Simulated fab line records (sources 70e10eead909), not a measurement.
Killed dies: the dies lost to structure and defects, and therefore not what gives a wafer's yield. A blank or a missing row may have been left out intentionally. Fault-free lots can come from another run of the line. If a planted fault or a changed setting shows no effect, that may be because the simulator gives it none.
Struck lot and sound lot, side by side || flow nandHarc || 18 out of 1159 route steps
Sound: wafers L882.3, L882.4, L882.5. Wafers L887.1, L887.2, L887.3 were the ones struck. The cause comes at the end.
For every step that has rows: the tool of each side, followed by ch and its chambers, followed by its first start. Under that, the readings that differ: sound wafers || struck wafers || difference of the means || sigmas: that difference in standard deviations of wafers without a fault.
alike: words and numbers the same on both sides, and readings whose means are apart by under 2 such deviations; not compared: readings that were withheld, readings missing a value for some wafer, numbers with overlapping values and no deviation given by the record, and bounds like >300 which may hide the same value.
The two part at a step that has a row with sigmas, a row that says differs or no value, or rows on one side only. Non-overlapping numbers with no deviation appear without sigmas and do not part them. Lack of a reading on every wafer of one side parts them only where that side has two or more wafers.

NHARC_P_GATE_CD_MEAS_59: the cd target is 720 nm.
  sound on cdSem-02 ch 0, day 6 09:39; struck on cdSem-02 ch 0, day 7 17:59
  alike: cdNm
then, 1 step without rows for these wafers: NHARC_P_GATE_HARDBAKE_60 (time 80 s).
NHARC_P_GATE_DESCUM_61: chemistry O2, time 3 s.
  sound on rieDiel-06 ch 0,3, day 6 09:48; struck on rieDiel-05 ch 0,1,2, day 7 18:09
  alike: drypumpMotorCurrentA, oesProductAu, rfVppV, showerheadPlenumPTorr, throttleValvePct
  not compared: rfHoursCounterH
following that, these wafers have no rows for 1 step: NHARC_P_GATE_IMPLANT_62.
NHARC_P_GATE_STRIP_112: strips in N2/H2, time 200 s.
  sound on plasmaAsher-02 ch 0,1, day 6 10:17; struck on plasmaAsher-01 ch 0,1, day 7 18:35
  alike: drypumpMotorCurrentA, heaterPowerW
  not compared: rfHoursCounterH
NHARC_P_GATE_STRIP_76: strips in O2.
  sound on plasmaAsher-02 ch 0,1, day 6 10:29; struck on plasmaAsher-01 ch 0,1, day 7 18:50
  alike: drypumpMotorCurrentA, heaterPowerW
  not compared: rfHoursCounterH
then, 6 steps without rows for these wafers: NHARC_P_GATE_STRIP_63 (strips in SPM, time 900 s); NHARC_P_GATE_DEHYDRATE_83 (time 120 s); NHARC_P_GATE_HMDS_84 (time 30 s); NHARC_P_GATE_COAT_85; NHARC_P_GATE_SOFTBAKE_86 (time 95 s); NHARC_P_GATE_EBR_87.
NHARC_P_GATE_EXPOSE_88: exposes mask P HVN, target cd 2000 nm.
  sound on krfScanner-01 ch 0, day 6 11:07; struck on krfScanner-04 ch 0, day 7 19:36
{"reading": "mask", "sound": "P_HVN#0 P_HVN#0 P_HVN#0", "struck": "P_PSD#0 P_PSD#0 P_PSD#0", "difference": "differs", "sigmas": ""}
then, 2 steps without rows for these wafers: NHARC_P_GATE_PEB_89 (peb time 85 s); NHARC_P_GATE_DEVELOP_90 (time 70 s).
NHARC_P_GATE_CD_MEAS_91: the cd target is 2000 nm.
  sound on cdSem-03 ch 0, day 6 11:16; struck on cdSem-02 ch 0, day 7 19:46
{"reading": "cdNm (nm)", "sound": "1999.1 1999.9 2000.1", "struck": "- - -", "difference": "no value on the struck wafers", "sigmas": ""}
then, 1 step without rows for these wafers: NHARC_P_GATE_HARDBAKE_92 (time 80 s).
-- record jumps: 14 days between struck wafers' starts before vs after; left off in module P_GATE, resumes in module END, first step shown is number 1159 of the route --
NHARC_END_SORT_01:
  sound on prober-02 ch 0, day 19 23:02; struck on prober-01 ch 0, day 21 20:55
{"reading": "hold", "sound": "- - -", "struck": "awaitDispo/5.7h/scrap awaitDispo/5.7h/scrap awaitDispo/5.7h/scrap", "difference": "no value on the sound wafers", "sigmas": ""}
{"reading": "killedAtPeriphery", "sound": "2 6 2", "struck": "650 644 635", "difference": "+640", "sigmas": "+99 or more"}
{"reading": "killedDies", "sound": "42 43 36", "struck": "677 677 677", "difference": "+637", "sigmas": "+53"}
  alike: killedAtArray, killedAtOther, killedOpen, killedShort

## WHERE THEY PART
Last at NHARC_END_SORT_01 as far as this record goes, first at NHARC_P_GATE_EXPOSE_88.

WHY: whatever the simulator had introduced
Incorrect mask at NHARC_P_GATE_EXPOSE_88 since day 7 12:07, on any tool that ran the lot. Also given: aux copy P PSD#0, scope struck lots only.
